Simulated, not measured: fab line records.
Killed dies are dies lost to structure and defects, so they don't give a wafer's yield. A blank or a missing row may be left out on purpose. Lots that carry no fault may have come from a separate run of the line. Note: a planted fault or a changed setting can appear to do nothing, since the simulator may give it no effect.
fab line records :: flow n5Finfet
[record]
  lots = 7
  wafers = 21
route steps=1938 shown BEOL_M14@1739 TV_OPEN@1888 PASSIVATION@1929
startH: the number of hours between the record's first day and the start of the first shown wafer of the lot :: waitH: how many hours have passed since the lot's step before this one :: " identical to the entry in the row above :: L1.1+2: one row covering several wafers at once :: - no value, or no start was given :: * or withheld: withheld :: < > ~ a bound
route shown NAME@n: names a module that has steps shown in the file, with the first one's number in the route :: usual: mean/standard deviation taken from wafers without a fault :: same: alike in all rows :: chamber/n: place in a boat :: sites: each site's reading :: _std_site: how widely they spread, as a standard deviation :: _edge_site: outer sites' mean less inner sites' :: radiusMm: for every site, how far away it sits from the centre of the wafer :: mask NAME#n: copy n :: behind: tool/chamber where the wafer was last shaped :: hold: why the lot went on hold/how many hours it stayed there/how the hold came to an end :: device: the transistor (n, p or np) that didn't switch :: end of line: the tests these same wafers got at the end of their route :: a step given without rows: its recipe and nothing more :: killed: the dies lost at the first sort to structure and to defects; this is not the yield of the wafer :: map: per-die view of a wafer (x killed, . not killed, _ where there is no die)
set.NAME: the setting that was run; set.NAME@STEP: the one run at that earlier step :: model.NAME: the simulator's own value behind a step, which no gauge read
lots whose settings were changed on purpose; a table a step, a row a wafer
[[steps]]
[step N5_BEOL_M14_COAT_22]
[recipe]
  spinRpm = 2888
  resistThkNm = 300
lot.wafer: L075.1
tool: lithoTrack-02
chamber: 0
startH: -
waitH: -
set.spinRpm: 2675
model.coat_of_BEOL_M14_COAT_22.thkNm: 313.2

lot.wafer: L075.2+3
tool: lithoTrack-02
chamber: 0
startH: -
waitH: -
set.spinRpm: 2888
model.coat_of_BEOL_M14_COAT_22.thkNm: 300.8

lot.wafer: L077.1
tool: lithoTrack-03
chamber: 0
startH: -
waitH: -
set.spinRpm: 2888
model.coat_of_BEOL_M14_COAT_22.thkNm: 300

lot.wafer: L077.2
tool: lithoTrack-03
chamber: 0
startH: -
waitH: -
set.spinRpm: 2888
model.coat_of_BEOL_M14_COAT_22.thkNm: 299.6

lot.wafer: L077.5
tool: lithoTrack-03
chamber: 0
startH: -
waitH: -
set.spinRpm: 2888
model.coat_of_BEOL_M14_COAT_22.thkNm: 299.2

lot.wafer: L085.1
tool: lithoTrack-05
chamber: 0
startH: -
waitH: -
set.spinRpm: 2888
model.coat_of_BEOL_M14_COAT_22.thkNm: 301

lot.wafer: L085.3
tool: lithoTrack-05
chamber: 0
startH: -
waitH: -
set.spinRpm: 2888
model.coat_of_BEOL_M14_COAT_22.thkNm: 300.6

lot.wafer: L085.4
tool: lithoTrack-05
chamber: 0
startH: -
waitH: -
set.spinRpm: 2888
model.coat_of_BEOL_M14_COAT_22.thkNm: 299.8

lot.wafer: L088.2
tool: lithoTrack-05
chamber: 0
startH: -
waitH: -
set.spinRpm: 2616
model.coat_of_BEOL_M14_COAT_22.thkNm: 315

lot.wafer: L088.3
tool: lithoTrack-05
chamber: 0
startH: -
waitH: -
set.spinRpm: 2888
model.coat_of_BEOL_M14_COAT_22.thkNm: 300

lot.wafer: L088.6
tool: lithoTrack-05
chamber: 0
startH: -
waitH: -
set.spinRpm: 2616
model.coat_of_BEOL_M14_COAT_22.thkNm: 315.4

lot.wafer: L091.2
tool: lithoTrack-03
chamber: 0
startH: -
waitH: -
set.spinRpm: 2888
model.coat_of_BEOL_M14_COAT_22.thkNm: 300.4

lot.wafer: L091.3+6
tool: lithoTrack-03
chamber: 0
startH: -
waitH: -
set.spinRpm: 2888
model.coat_of_BEOL_M14_COAT_22.thkNm: 300

lot.wafer: L092.1+4
tool: lithoTrack-02
chamber: 0
startH: -
waitH: -
set.spinRpm: 2888
model.coat_of_BEOL_M14_COAT_22.thkNm: 300.6

lot.wafer: L092.3
tool: lithoTrack-02
chamber: 0
startH: -
waitH: -
set.spinRpm: 3057
model.coat_of_BEOL_M14_COAT_22.thkNm: 291.4

lot.wafer: L097.2
tool: lithoTrack-02
chamber: 0
startH: -
waitH: -
set.spinRpm: 2888
model.coat_of_BEOL_M14_COAT_22.thkNm: 299

lot.wafer: L097.5
tool: lithoTrack-02
chamber: 0
startH: -
waitH: -
set.spinRpm: 2888
model.coat_of_BEOL_M14_COAT_22.thkNm: 301.2

lot.wafer: L097.6
tool: lithoTrack-02
chamber: 0
startH: -
waitH: -
set.spinRpm: 2888
model.coat_of_BEOL_M14_COAT_22.thkNm: 298.8
[step N5_BEOL_M14_ETCH_68]
[recipe]
  chemistry = N2/H2
  target = SOC
  maskMaterial = SiARC
  sourceW = 3000
  biasW = 350
  tempC = 40
  timeS = 450
  ionEnergyEv = 200
  pressureMtorr = 30
  n2FlowSccm = 200
  h2FlowSccm = 200
lot.wafer: L075.1
tool: rieDiel-03
chamber: 1
startH: 248.86
waitH: 0.1
set.timeS: 450
model.SiARC_of_BEOL_M14_COAT_66.thkNm: 65.8

lot.wafer: L075.2
tool: rieDiel-03
chamber: 3
startH: 248.86
waitH: 0.1
set.timeS: 450
model.SiARC_of_BEOL_M14_COAT_66.thkNm: 65.4

lot.wafer: L075.3
tool: rieDiel-03
chamber: 0
startH: 248.86
waitH: 0.1
set.timeS: 505.1
model.SiARC_of_BEOL_M14_COAT_66.thkNm: 60

lot.wafer: L077.1
tool: rieDiel-04
chamber: 2
startH: 259.42
waitH: 0.1
set.timeS: 450
model.SiARC_of_BEOL_M14_COAT_66.thkNm: 65

lot.wafer: L077.2
tool: rieDiel-04
chamber: 1
startH: 259.42
waitH: 0.1
set.timeS: 498.4
model.SiARC_of_BEOL_M14_COAT_66.thkNm: 60.6

lot.wafer: L077.5
tool: rieDiel-04
chamber: 1
startH: 259.42
waitH: 0.1
set.timeS: 498.4
model.SiARC_of_BEOL_M14_COAT_66.thkNm: 60.8

lot.wafer: L085.1
tool: rieDiel-03
chamber: 3
startH: 324.47
waitH: 0.1
set.timeS: 476.4
model.SiARC_of_BEOL_M14_COAT_66.thkNm: 62.6

lot.wafer: L085.3
tool: rieDiel-03
chamber: 2
startH: 324.47
waitH: 0.1
set.timeS: 476.4
model.SiARC_of_BEOL_M14_COAT_66.thkNm: 62

lot.wafer: L085.4
tool: rieDiel-03
chamber: 1
startH: 324.47
waitH: 0.1
set.timeS: 450
model.SiARC_of_BEOL_M14_COAT_66.thkNm: 65.4

lot.wafer: L088.2
tool: rieDiel-03
chamber: 3
startH: 329.78
waitH: 0.1
set.timeS: 410.5
model.SiARC_of_BEOL_M14_COAT_66.thkNm: 69.4

lot.wafer: L088.3
tool: rieDiel-03
chamber: 1
startH: 329.78
waitH: 0.1
set.timeS: 410.5
model.SiARC_of_BEOL_M14_COAT_66.thkNm: 69.6

lot.wafer: L088.6
tool: rieDiel-03
chamber: 1
startH: 329.78
waitH: 0.1
set.timeS: 450
model.SiARC_of_BEOL_M14_COAT_66.thkNm: 65.4

lot.wafer: L091.2+6
tool: rieDiel-04
chamber: 1,2
startH: 348.15
waitH: 0.1
set.timeS: 450
model.SiARC_of_BEOL_M14_COAT_66.thkNm: 65

lot.wafer: L091.3
tool: rieDiel-04
chamber: 0
startH: 348.15
waitH: 0.1
set.timeS: 450
model.SiARC_of_BEOL_M14_COAT_66.thkNm: 64.6

lot.wafer: L092.1+4
tool: rieDiel-04
chamber: 0,1
startH: 353.53
waitH: 0.1
set.timeS: 450
model.SiARC_of_BEOL_M14_COAT_66.thkNm: 64.8

lot.wafer: L092.3
tool: rieDiel-04
chamber: 2
startH: 353.53
waitH: 0.1
set.timeS: 398.9
model.SiARC_of_BEOL_M14_COAT_66.thkNm: 70.2

lot.wafer: L097.2+6
tool: rieDiel-04
chamber: 1,3
startH: 390.28
waitH: 0.1
set.timeS: 537.8
model.SiARC_of_BEOL_M14_COAT_66.thkNm: 56.4

lot.wafer: L097.5
tool: rieDiel-04
chamber: 0
startH: 390.28
waitH: 0.1
set.timeS: 450
model.SiARC_of_BEOL_M14_COAT_66.thkNm: 65
[step N5_PASSIVATION_VIA_ETCH_13]
[recipe]
  chemistry = CHF3/O2
  target = SiO2
  targetDepthA = 6600
  CHF3_flow_sccm = 50
  O2_flow_sccm = 5
  Ar_flow_sccm = 200
  timeS = 330
  maskMaterial = PR
  pressureMtorr = 30
  sourceW = 650
  biasW = 170
  ionEnergyEv = 200
  ends = cleared
[usual]
  rfVppV = 523/5.8
lot.wafer: L075.1
tool: rieDiel-01
chamber: 3
startH: 266.57
waitH: 0.0
set.sourceW: 613.3
rfVppV: 541

lot.wafer: L075.2
tool: rieDiel-01
chamber: 0
startH: 266.57
waitH: 0.0
set.sourceW: 650
rfVppV: 517

lot.wafer: L075.3
tool: rieDiel-01
chamber: 1
startH: 266.57
waitH: 0.0
set.sourceW: 650
rfVppV: 523

lot.wafer: L077.1
tool: rieDiel-06
chamber: 1
startH: 279.96
waitH: 0.0
set.sourceW: 650
rfVppV: 515

lot.wafer: L077.2
tool: rieDiel-06
chamber: 2
startH: 279.96
waitH: 0.0
set.sourceW: 650
rfVppV: 512

lot.wafer: L077.5
tool: rieDiel-06
chamber: 2
startH: 279.96
waitH: 0.0
set.sourceW: 650
rfVppV: 512

lot.wafer: L085.1
tool: rieDiel-01
chamber: 2
startH: 343.50
waitH: 0.0
set.sourceW: 650
rfVppV: 523

lot.wafer: L085.3
tool: rieDiel-01
chamber: 1
startH: 343.50
waitH: 0.0
set.sourceW: 650
rfVppV: 523

lot.wafer: L085.4
tool: rieDiel-01
chamber: 0
startH: 343.50
waitH: 0.0
set.sourceW: 650
rfVppV: 518

lot.wafer: L088.2
tool: rieDiel-02
chamber: 3
startH: 349.26
waitH: 0.0
set.sourceW: 650
rfVppV: 526

lot.wafer: L088.3
tool: rieDiel-02
chamber: 1
startH: 349.26
waitH: 0.0
set.sourceW: 754.5
rfVppV: 483

lot.wafer: L088.6
tool: rieDiel-02
chamber: 2
startH: 349.26
waitH: 0.0
set.sourceW: 754.5
rfVppV: 484

lot.wafer: L091.2
tool: rieDiel-01
chamber: 2
startH: 365.61
waitH: 0.0
set.sourceW: 650
rfVppV: 523

lot.wafer: L091.3
tool: rieDiel-01
chamber: 0
startH: 365.61
waitH: 0.0
set.sourceW: 650
rfVppV: 518

lot.wafer: L091.6
tool: rieDiel-01
chamber: 3
startH: 365.61
waitH: 0.0
set.sourceW: 650
rfVppV: 524

lot.wafer: L092.1
tool: rieDiel-01
chamber: 3
startH: 372.69
waitH: 0.0
set.sourceW: 650
rfVppV: 526

lot.wafer: L092.3
tool: rieDiel-01
chamber: 0
startH: 372.69
waitH: 0.0
set.sourceW: 598.1
rfVppV: 538

lot.wafer: L092.4
tool: rieDiel-01
chamber: 3
startH: 372.69
waitH: 0.0
set.sourceW: 598.1
rfVppV: 547

lot.wafer: L097.2
tool: rieDiel-01
chamber: 2
startH: 419.88
waitH: 0.0
set.sourceW: 575.6
rfVppV: 555

lot.wafer: L097.5
tool: rieDiel-01
chamber: 2
startH: 419.88
waitH: 0.0
set.sourceW: 650
rfVppV: 523

lot.wafer: L097.6
tool: rieDiel-01
chamber: 1
startH: 419.88
waitH: 0.0
set.sourceW: 575.6
rfVppV: 556
[step N5_PASSIVATION_PASS_ETCH_47]
[recipe]
  chemistry = CF4/O2
  target = SiNx
  targetDepthA = 7700
  timeS = 385
  ionEnergyEv = 100
  pressureMtorr = 40
  sourceW = 535
  biasW = 49
  Ar_flow_sccm = 100
  cf4FlowSccm = 100
  O2_flow_sccm = 10
lot.wafer: L075.1
tool: rieDiel-03
chamber: 2
startH: 270.57
waitH: 0.0
set.timeS: 385
model.etch.depthNm: 770.3

lot.wafer: L075.2
tool: rieDiel-03
chamber: 3
startH: 270.57
waitH: 0.0
set.timeS: 385
model.etch.depthNm: 765.5

lot.wafer: L075.3
tool: rieDiel-03
chamber: 0
startH: 270.57
waitH: 0.0
set.timeS: 385
model.etch.depthNm: 777.2

lot.wafer: L077.1
tool: rieDiel-03
chamber: 1
startH: 283.70
waitH: 0.0
set.timeS: 385
model.etch.depthNm: 779.9

lot.wafer: L077.2
tool: rieDiel-03
chamber: 0
startH: 283.70
waitH: 0.0
set.timeS: 407
model.etch.depthNm: 823.9

lot.wafer: L077.5
tool: rieDiel-03
chamber: 3
startH: 283.70
waitH: 0.0
set.timeS: 385
model.etch.depthNm: 762.3

lot.wafer: L085.1
tool: rieDiel-04
chamber: 1
startH: 347.42
waitH: 0.0
set.timeS: 464.9
model.etch.depthNm: 944.7

lot.wafer: L085.3
tool: rieDiel-04
chamber: 0
startH: 347.42
waitH: 0.0
set.timeS: 385
model.etch.depthNm: 779.2

lot.wafer: L085.4
tool: rieDiel-04
chamber: 2
startH: 347.42
waitH: 0.0
set.timeS: 464.9
model.etch.depthNm: 934.5

lot.wafer: L088.2
tool: rieDiel-04
chamber: 1
startH: 352.73
waitH: 0.0
set.timeS: 385
model.etch.depthNm: 767.2

lot.wafer: L088.3
tool: rieDiel-04
chamber: 0
startH: 352.73
waitH: 0.0
set.timeS: 385
model.etch.depthNm: 779.6

lot.wafer: L088.6
tool: rieDiel-04
chamber: 0
startH: 352.73
waitH: 0.0
set.timeS: 385
model.etch.depthNm: 776.9

lot.wafer: L091.2
tool: rieDiel-03
chamber: 1
startH: 371.89
waitH: 0.0
set.timeS: 385
model.etch.depthNm: 773.3

lot.wafer: L091.3
tool: rieDiel-03
chamber: 3
startH: 371.89
waitH: 0.0
set.timeS: 385
model.etch.depthNm: 765.2

lot.wafer: L091.6
tool: rieDiel-03
chamber: 1
startH: 371.89
waitH: 0.0
set.timeS: 385
model.etch.depthNm: 772.2

lot.wafer: L092.1
tool: rieDiel-03
chamber: 1
startH: 376.25
waitH: 0.0
set.timeS: 385
model.etch.depthNm: 773.1

lot.wafer: L092.3
tool: rieDiel-03
chamber: 3
startH: 376.25
waitH: 0.0
set.timeS: 385
model.etch.depthNm: 761.6

lot.wafer: L092.4
tool: rieDiel-03
chamber: 2
startH: 376.25
waitH: 0.0
set.timeS: 407.9
model.etch.depthNm: 823.2

lot.wafer: L097.2
tool: rieDiel-04
chamber: 1
startH: 423.84
waitH: 0.0
set.timeS: 454.9
model.etch.depthNm: 917.6

lot.wafer: L097.5
tool: rieDiel-04
chamber: 2
startH: 423.84
waitH: 0.0
set.timeS: 385
model.etch.depthNm: 768

lot.wafer: L097.6
tool: rieDiel-04
chamber: 1
startH: 423.84
waitH: 0.0
set.timeS: 385
model.etch.depthNm: 772.5
[[key]]
[split]
  step = N5_BEOL_M14_COAT_22
  setting = spinRpm
  stated = 2888
  by = wafer
[response]
  step = N5_BEOL_M14_COAT_22
  reading = model.coat_of_BEOL_M14_COAT_22.thkNm
  change = -1.63
  per = 1%
  r = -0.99
[split]
  step = N5_BEOL_M14_ETCH_68
  setting = timeS
  stated = 450
  by = wafer
[response]
  step = N5_BEOL_M14_ETCH_68
  reading = model.SiARC_of_BEOL_M14_COAT_66.thkNm
  change = -0.449
  per = 1%
  r = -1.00
[split]
  step = N5_PASSIVATION_VIA_ETCH_13
  setting = sourceW
  stated = 650
  by = wafer
[response]
  step = N5_PASSIVATION_VIA_ETCH_13
  reading = rfVppV
  change = -2.69
  per = 1%
  r = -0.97
[split]
  step = N5_PASSIVATION_PASS_ETCH_47
  setting = timeS
  stated = 385
  by = wafer
[response]
  step = N5_PASSIVATION_PASS_ETCH_47
  reading = model.etch.depthNm
  change = +8.01
  per = 1%
  r = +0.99
